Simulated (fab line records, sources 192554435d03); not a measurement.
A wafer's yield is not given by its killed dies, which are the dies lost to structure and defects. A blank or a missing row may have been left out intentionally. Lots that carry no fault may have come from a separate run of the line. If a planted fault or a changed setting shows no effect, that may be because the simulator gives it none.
Which of the tools did it? | flow n5_finfet | 9 lots with 27 wafers sampled at 5 steps, on a route of 1938 steps

== WHAT THE GAUGES SHOWED, per wafer ==
N5_BEOL_M2_OVL_MEAS_29. Usual: for V1_OVL the level is 0.0 nm and the standard deviation is 0.6.
lot  | measured     | on         | V1_OVL (nm)    | flag
L102 | day 6 11:44  | overlay-01 | 0.9 0.8 1.1    |
L103 | day 6 16:56  | overlay-02 | 0.1 0.0 0.4    |
L104 | day 6 23:23  | overlay-01 | -0.3 -1.2 -0.4 |
L112 | day 10 00:45 | overlay-01 | -1.2 -0.3 -0.1 |
L116 | day 10 09:02 | overlay-01 | -0.7 0.2 0.2   |
L117 | day 10 11:04 | overlay-02 | 0.6 0.7 1.0    |
L119 | day 10 23:50 | overlay-02 | 0.4 0.1 -0.3   |
L124 | day 12 10:50 | overlay-01 | 0.6 1.3 0.0    |
L125 | day 13 02:52 | overlay-02 | 0.7 0.1 0.3    |

N5_BEOL_M4_RC_MEAS_101. Usual: DIBL_N 36.2 mV/V, standard deviation 2.4; DIBL_P 36.2 mV/V, standard deviation 2.6; IOFF_N 0.16 nA/um, standard deviation 0.045; IOFF_P 0.21 nA/um, standard deviation 0.046; ION_N 674 uA/um, standard deviation 17; ION_P 463 uA/um, standard deviation 11; SS_N 71.5 mV/dec, standard deviation 0.77; SS_P 73.1 mV/dec, standard deviation 0.76; VT_N 250 mV, standard deviation 3.9; VT_P -250 mV, standard deviation 3.9.
lot  | measured     | on        | DIBL_N (mV/V)  | DIBL_P (mV/V)  | IOFF_N (nA/um) | IOFF_P (nA/um) | ION_N (uA/um) | ION_P (uA/um) | SS_N (mV/dec)  | SS_P (mV/dec)  | VT_N (mV)   | VT_P (mV)      | flag
L102 | day 7 21:28  | prober-02 | 39.4 37.9 40.5 | 39.7 38.3 40.5 | 0.20 0.16 0.22 | 0.27 0.24 0.30 | 685 692 695   | 474 480 473   | 72.3 71.5 71.9 | 73.8 72.9 74.1 | 249 249 247 | -244 -249 -245 |
L103 | day 7 18:56  | prober-02 | 32.4 30.5 37.0 | 31.4 28.2 37.0 | 0.10 0.07 0.18 | 0.13 0.10 0.20 | 667 649 678   | 456 448 463   | 69.5 69.5 71.2 | 71.9 70.9 73.7 | 254 261 249 | -258 -261 -252 |
L104 | day 7 21:52  | prober-01 | 34.6 32.8 31.4 | 37.3 36.1 34.6 | 0.13 0.12 0.10 | 0.16 0.15 0.14 | 646 677 658   | 439 470 457   | 71.7 71.7 70.6 | 73.4 72.2 72.7 | 258 253 255 | -258 -257 -258 |
L112 | day 11 05:39 | prober-02 | 34.9 37.4 36.3 | 35.3 36.0 35.8 | 0.14 0.19 0.16 | 0.21 0.22 0.22 | 678 669 669   | 467 460 461   | 71.3 72.6 71.0 | 72.5 73.1 73.3 | 250 248 248 | -248 -251 -249 |
L116 | day 11 14:35 | prober-01 | 39.9 36.7 36.6 | 39.5 35.6 35.2 | 0.23 0.16 0.16 | 0.33 0.24 0.24 | 676 674 696   | 469 469 476   | 73.1 71.7 71.7 | 74.4 73.7 73.8 | 246 250 250 | -244 -247 -246 |
L117 | day 11 17:31 | prober-01 | 35.7 34.6 36.0 | 38.0 36.0 37.9 | 0.18 0.16 0.16 | 0.21 0.18 0.20 | 688 691 665   | 468 468 458   | 71.6 71.2 71.8 | 73.2 72.8 73.8 | 247 248 250 | -251 -252 -252 |
L119 | day 12 12:38 | prober-02 | 37.7 38.0 38.6 | 38.1 37.1 38.9 | 0.20 0.19 0.20 | 0.25 0.23 0.26 | 704 680 692   | 477 468 468   | 71.0 71.1 72.1 | 74.4 73.9 73.7 | 247 249 247 | -249 -250 -247 |
L124 | day 13 21:27 | prober-02 | 35.4 33.3 34.5 | 35.4 32.2 34.5 | 0.14 0.10 0.13 | 0.22 0.17 0.21 | 663 647 674   | 456 452 474   | 70.9 70.8 71.5 | 73.0 72.6 72.9 | 250 258 255 | -248 -251 -250 |
L125 | day 14 07:34 | prober-01 | 33.8 38.3 32.8 | 34.0 38.9 33.3 | 0.13 0.21 0.12 | 0.21 0.28 0.19 | 661 687 688   | 458 475 477   | 71.6 71.9 72.0 | 72.5 73.3 71.6 | 253 247 253 | -248 -245 -250 |

== WHAT TOOL EACH LOT RAN ON (gives the tool, then ch and the chambers of the sampled wafers, and finally the start) ==
lot  | N5_BEOL_M2_ETCH_64                 | N5_BEOL_M2_DESCUM_33               | N5_BEOL_M2_ETCH_69
L102 | rie_diel-04 ch 0,2,3, day 6 11:01  | rie_diel-03 ch 1,2,3, day 6 11:49  | rie_diel-03 ch 1,2,3, day 6 11:52
L103 | rie_diel-05 ch 0,1, day 6 16:05    | rie_diel-05 ch 0,1,3, day 6 17:03  | rie_diel-05 ch 0,1,3, day 6 17:06
L104 | rie_diel-03 ch 1,2,3, day 6 22:33  | rie_diel-04 ch 0,2, day 6 23:54    | rie_diel-04 ch 0,2, day 6 23:57
L112 | rie_diel-05 ch 0,1,3, day 9 23:52  | rie_diel-03 ch 1,2,3, day 10 00:51 | rie_diel-03 ch 1,2,3, day 10 00:54
L116 | rie_diel-03 ch 1,2, day 10 08:07   | rie_diel-04 ch 0,2,3, day 10 09:07 | rie_diel-04 ch 0,2,3, day 10 09:10
L117 | rie_diel-05 ch 2,3, day 10 10:21   | rie_diel-05 ch 0,1,3, day 10 11:09 | rie_diel-05 ch 0,1,3, day 10 11:12
L119 | rie_diel-05 ch 0,1,2, day 10 23:00 | rie_diel-05 ch 0,2,3, day 10 23:55 | rie_diel-05 ch 0,2,3, day 10 23:58
L124 | rie_diel-03 ch 0,1,3, day 12 10:00 | rie_diel-05 ch 2,3, day 12 10:56   | rie_diel-05 ch 2,3, day 12 10:59
L125 | rie_diel-04 ch 0,1,2, day 13 02:10 | rie_diel-05 ch 0,1,3, day 13 02:58 | rie_diel-05 ch 0,1,3, day 13 03:01
- N5_BEOL_M2_ETCH_64: etches SOC in N2/H2, target depth 75 nm, overetch 22.5 nm, time 121.9 s.
- N5_BEOL_M2_DESCUM_33: chemistry O2, time 7 s.
- N5_BEOL_M2_ETCH_69: etches SiARC in CF4, target depth 15.6 nm, time 26 s.

== AS READ BY THE TOOLS THEMSELVES (means over the sampled wafers that have a number; for cases with no such wafer, the mark the record gives instead) ==
N5_BEOL_M2_ETCH_64. Usual: bias_w 150.0 W, standard deviation 0.47; drypump_motor_current_A 5.8 A, standard deviation 0.32; oes_product_au 0.61 a.u., standard deviation 0.06; rf_vpp_V 523.8 V, standard deviation 2.5; showerhead_plenum_p_Torr 2.54 Torr, standard deviation 0.094; throttle_valve_pct 17.80 %, standard deviation 0.26.
lot  | tool        | bias_w (W) | drypump_motor_current_A (A) | oes_product_au (a.u.) | rf_vpp_V (V) | showerhead_plenum_p_Torr (Torr) | throttle_valve_pct (%) | flag
L102 | rie_diel-04 | 150.2      | 5.8                         | 0.65                  | 522.0        | 2.46                            | 17.63                  |
L103 | rie_diel-05 | 149.7      | 5.5                         | 0.57                  | 524.1        | 2.58                            | 17.67                  |
L104 | rie_diel-03 | 150.6      | 5.8                         | 0.67                  | 525.4        | 2.60                            | 17.91                  |
L112 | rie_diel-05 | 149.9      | 5.6                         | 0.56                  | 524.7        | 2.57                            | 17.88                  |
L116 | rie_diel-03 | 149.3      | 6.1                         | 0.64                  | 526.4        | 2.61                            | 18.07                  |
L117 | rie_diel-05 | 150.0      | 6.0                         | 0.60                  | 524.2        | 2.54                            | 17.92                  |
L119 | rie_diel-05 | 150.1      | 5.7                         | 0.59                  | 525.2        | 2.57                            | 17.55                  |
L124 | rie_diel-03 | 149.9      | 5.7                         | 0.65                  | 524.1        | 2.56                            | 17.86                  |
L125 | rie_diel-04 | 150.4      | 5.7                         | 0.55                  | 520.5        | 2.42                            | 17.68                  |

N5_BEOL_M2_DESCUM_33. Usual: drypump_motor_current_A 5.8 A, standard deviation 0.31; oes_product_au 0.80 a.u., standard deviation 0.083; rf_vpp_V 243.1 V, standard deviation 1.3; showerhead_plenum_p_Torr 2.09 Torr, standard deviation 0.074; throttle_valve_pct 20.41 %, standard deviation 0.29.
lot  | tool        | drypump_motor_current_A (A) | oes_product_au (a.u.) | rf_vpp_V (V) | showerhead_plenum_p_Torr (Torr) | throttle_valve_pct (%) | flag
L102 | rie_diel-03 | 5.8                         | 0.88                  | 244.0        | 2.12                            | 20.41                  |
L103 | rie_diel-05 | 5.6                         | 0.77                  | 243.8        | 2.14                            | 20.48                  |
L104 | rie_diel-04 | 5.5                         | 0.79                  | 241.6        | 2.02                            | 20.45                  |
L112 | rie_diel-03 | 5.8                         | 0.83                  | 243.7        | 2.11                            | 20.47                  |
L116 | rie_diel-04 | 5.8                         | 0.80                  | 241.9        | 2.02                            | 20.34                  |
L117 | rie_diel-05 | 5.6                         | 0.74                  | 244.3        | 2.13                            | 20.53                  |
L119 | rie_diel-05 | 5.9                         | 0.77                  | 243.4        | 2.10                            | 20.51                  |
L124 | rie_diel-05 | 6.1                         | 0.82                  | 243.3        | 2.12                            | 20.46                  |
L125 | rie_diel-05 | 5.6                         | 0.81                  | 243.4        | 2.12                            | 20.41                  |

N5_BEOL_M2_ETCH_69. Usual: value, then standard deviation, for each; bias_w 36.01 W / 0.1; drypump_motor_current_A 5.8 A / 0.31; etch_rf_on_time_s 25.9 s / 0.96; oes_product_au 0.69 a.u. / 0.074; rf_vpp_V 184.0 V / 1.1; showerhead_plenum_p_Torr 2.13 Torr / 0.07; throttle_valve_pct 15.55 % / 0.22.
lot  | tool        | bias_w (W) | drypump_motor_current_A (A) | etch_rf_on_time_s (s) | oes_product_au (a.u.) | rf_vpp_V (V) | showerhead_plenum_p_Torr (Torr) | throttle_valve_pct (%) | flag
L102 | rie_diel-03 | 36.12      | 5.8                         | 26.1                  | 0.76                  | 184.1        | 2.18                            | 15.62                  |
L103 | rie_diel-05 | 36.05      | 5.6                         | 25.6                  | 0.66                  | 184.6        | 2.17                            | 15.58                  |
L104 | rie_diel-04 | 36.06      | 5.5                         | 26.7                  | 0.66                  | 183.4        | 2.05                            | 15.47                  |
L112 | rie_diel-03 | 35.32      | 5.8                         | 26.2                  | 0.72                  | 182.4        | 2.17                            | 15.69                  | OFF
L116 | rie_diel-04 | 35.96      | 5.8                         | 26.1                  | 0.68                  | 183.6        | 2.06                            | 15.48                  |
L117 | rie_diel-05 | 36.02      | 5.6                         | 25.5                  | 0.64                  | 184.9        | 2.16                            | 15.66                  |
L119 | rie_diel-05 | 36.01      | 5.9                         | 25.6                  | 0.66                  | 183.7        | 2.14                            | 15.59                  |
L124 | rie_diel-05 | 36.17      | 6.1                         | 25.3                  | 0.70                  | 183.5        | 2.15                            | 15.50                  |
L125 | rie_diel-05 | 36.02      | 5.6                         | 25.7                  | 0.71                  | 184.5        | 2.15                            | 15.50                  |

== THE ANSWER, worked out from the rows above alone ==
Rule: lot off if the mean of its wafers having a number is beyond 3 standard deviations from the usual mean. Also off: a lot with no number at a reading for which 4 or more lots have one. Where the step has rows for the other lots, those lots are counted as sound. The gauges are gone through in route order, then the tools' own readings, and for those a lot's mean is taken as printed above. At the first step where some lot is off, the reading lying furthest off is the one used; lots without a number count as furthest.
Off at N5_BEOL_M2_ETCH_69 (bias_w): L112.
A tool fits if, at that step or a process step before it, it ran every lot that is off, and no sound lot after the first of them. One fits: rie_diel-03 at N5_BEOL_M2_DESCUM_33 and N5_BEOL_M2_ETCH_69. At N5_BEOL_M2_DESCUM_33 its last sound lot is L102 (day 6 11:49), its first lot that is off L112 (day 10 00:51): a fault that began between those two fits.

== WHAT THE SIMULATOR HAD PUT IN ==
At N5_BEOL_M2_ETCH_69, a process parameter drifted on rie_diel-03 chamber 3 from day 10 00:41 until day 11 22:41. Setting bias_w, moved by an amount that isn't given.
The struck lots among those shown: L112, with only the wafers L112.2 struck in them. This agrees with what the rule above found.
